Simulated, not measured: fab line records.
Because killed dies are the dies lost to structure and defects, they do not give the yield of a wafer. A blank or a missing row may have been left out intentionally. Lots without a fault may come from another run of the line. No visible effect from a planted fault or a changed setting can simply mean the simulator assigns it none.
Matching of chambers :: flow n5 finfet :: 4 sister chambers for N5_BEOL_M6_STRIP_19 on rie diel-03
The step strips in O2. 4 wafers are shown with their chamber, then 9 later ones without.

WAFERS WITH THEIR CHAMBER
wafer: L083.2
chamber: 1
showerhead plenum p Torr (Torr): 2.12

wafer: L083.6
chamber: 2
showerhead plenum p Torr (Torr): 2.10

wafer: L086.3
chamber: 0
showerhead plenum p Torr (Torr): 2.06

wafer: L086.5
chamber: 3
showerhead plenum p Torr (Torr): 2.23

WAFERS MISSING THEIR CHAMBER
wafer: L091.2
showerhead plenum p Torr (Torr): 2.11

wafer: L091.3
showerhead plenum p Torr (Torr): 2.06

wafer: L091.6
showerhead plenum p Torr (Torr): 2.11

wafer: L093.1
showerhead plenum p Torr (Torr): 2.11

wafer: L093.3
showerhead plenum p Torr (Torr): 2.09

wafer: L093.6
showerhead plenum p Torr (Torr): 2.23

wafer: L097.1
showerhead plenum p Torr (Torr): 2.09

wafer: L097.3
showerhead plenum p Torr (Torr): 2.22

wafer: L097.5
showerhead plenum p Torr (Torr): 2.11

EACH ONE'S CHAMBER
wafer: L091.2
from the rows above: can't be placed: 2 or 1
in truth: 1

wafer: L091.3
from the rows above: 0
in truth: 0

wafer: L091.6
from the rows above: can't be placed: 2 or 1
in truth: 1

wafer: L093.1
from the rows above: can't be placed: 2 or 1
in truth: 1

wafer: L093.3
from the rows above: 2
in truth: 2

wafer: L093.6
from the rows above: 3
in truth: 3

wafer: L097.1
from the rows above: 2
in truth: 2

wafer: L097.3
from the rows above: 3
in truth: 3

wafer: L097.5
from the rows above: can't be placed: 2 or 1
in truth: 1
Correct placement for 5 of the 9. Cannot be placed on the basis of these rows: 4; the candidates contain the true chamber in 4. Wrongly placed: 0.
How it was worked out, from the rows above alone: a wafer's distance from a chamber is the root of the sum, over the readings, of the square of ((its reading less the chamber's mean) divided by the reading's scatter). If the next closest chamber is less than 2 further off than the closest, the wafer can't be placed; otherwise it belongs to the closest. Each chamber's mean is taken over the wafers shown for it. The scatter: with one shown wafer a chamber, the root of the mean of the squares of how far each hidden wafer lies from its nearest shown one.
